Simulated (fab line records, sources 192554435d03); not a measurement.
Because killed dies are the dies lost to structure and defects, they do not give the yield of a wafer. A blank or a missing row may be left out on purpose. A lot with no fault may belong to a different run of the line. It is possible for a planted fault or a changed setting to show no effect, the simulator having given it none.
Comparing a struck lot with a sound one / flow n5_finfet / 15 out of 1938 route steps
Sound: wafers L486.1, L486.5, L486.6. Wafers L477.1, L477.2, L477.6 were the ones struck. The cause is given at the end.
Per side, at each step with rows, come the tool, then ch with its chambers, and then its first start. Under that, the readings that differ: sound wafers / struck wafers / difference of the means / sigmas: that difference in standard deviations of wafers without a fault.
alike: readings whose means differ by less than 2 such deviations, and words and numbers that are the same on both sides. not compared: withheld readings, readings that some wafer has no value for, bounds like >300 that may hide the same value, and numbers for which the record gives no deviation and whose values overlap.
The two part at a step that has a row with sigmas, a row that says differs or no value, or rows on one side only. Numbers that have no deviation but don't overlap get no sigmas and don't part them. A reading that every wafer of one side lacks parts them only if that side has two wafers or more.

first, 6 steps without rows for these wafers: N5_MIM_TOP_LITHO_EBR_04; N5_MIM_TOP_LITHO_SOFTBAKE_03 (time 90 s); N5_MIM_TOP_LITHO_EXPOSE_05 (exposes mask MIM TOP, target cd 2000 nm); N5_MIM_TOP_LITHO_PEB_06; N5_MIM_TOP_LITHO_DEVELOP_07 (develop time 60 s); N5_MIM_TOP_LITHO_HARDBAKE_09 (time 120 s).
N5_MIM_TOP_LITHO_CD_MEAS_08: the cd target is 2000 nm.
  sound on cd_sem-02 ch 0, day 16 12:05; struck on cd_sem-01 ch 0, day 15 05:43
  alike: cd_nm
N5_MIM_TOP_LITHO_OVL_MEAS_11:
  sound on overlay-01 ch 0, day 16 12:07; struck on overlay-02 ch 0, day 15 05:45
  alike: MIM_TOP_OVL
N5_MIM_TOP_LITHO_INSPECT_12: inspects for defects (macro).
  sound on defect_inspect-01, day 16 12:08; struck on defect_inspect-02, day 15 05:46
  alike: raw_defect_count
N5_MIM_TOP_LITHO_DESCUM_10: chemistry O2, time 7.9 s.
  sound on rie_diel-02 ch 0,2, day 16 12:10; struck on rie_diel-02 ch 0,3, day 15 05:50
  alike: drypump_motor_current_A, oes_product_au, rf_vpp_V, showerhead_plenum_p_Torr, throttle_valve_pct
  not compared: rf_hours_counter_h
N5_MIM_TOP_ETCH_ETCH_00: etches TiN in Cl2/BCl3, target depth 38.5 nm.
  sound on rie_metal-03 ch 0,1, day 16 12:16; struck on rie_metal-02 ch 0,1, day 15 05:56
  alike: drypump_motor_current_A, oes_product_au, throttle_valve_pct
  not compared: rf_hours_counter_h
N5_MIM_TOP_ETCH_STRIP_01: strips in O2.
  sound on rie_diel-01 ch 1,2, day 16 12:34; struck on rie_diel-01 ch 2,3, day 15 06:04
  alike: drypump_motor_current_A, oes_product_au, rf_vpp_V, showerhead_plenum_p_Torr, throttle_valve_pct
  not compared: rf_hours_counter_h
N5_MIM_TOP_ETCH_PECVD_03: deposits SiNx from SiH4/NH3/N2, target thk 20 nm, time 17.6 s.
  sound on pecvd-02 ch 1,2, day 16 12:38; struck on pecvd-02 ch 1,2, day 15 06:08
  no value came back on the struck wafers for any of 5 readings (chamber_pressure_Torr (Torr), heater_power_outer_w (W) and others); on the sound wafers chamber_pressure_Torr (Torr) reads 1.498 1.503 1.503
  not compared: since_wet_clean_h
then, 1 step without rows for these wafers: N5_MIM_BOT_LITHO_HMDS_01 (time 60 s).
N5_PASSIVATION_PROBE_49:
  sound on prober-02, day 16 21:32; struck on prober-01, day 15 17:34
reading=killed_at_M4_up; sound=31 34 19; struck=16 16 16; difference=-12; sigmas=-2
  alike: defect_limited_yield, killed_at_M0_to_M3, killed_at_contacts, killed_at_front_end, killed_at_other, killed_dies, killed_open, killed_short, sort_bin_5_function, sort_bin_6_memory, sort_n_pass, sort_yield_pct

## WHERE THEY PART
Earliest at N5_MIM_TOP_ETCH_PECVD_03; latest, in this record, at N5_PASSIVATION_PROBE_49.

WHY: the cause the simulator had injected
Step skipped in full: pecvd-02, at N5_MIM_TOP_ETCH_PECVD_03, from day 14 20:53 onward. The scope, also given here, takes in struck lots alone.
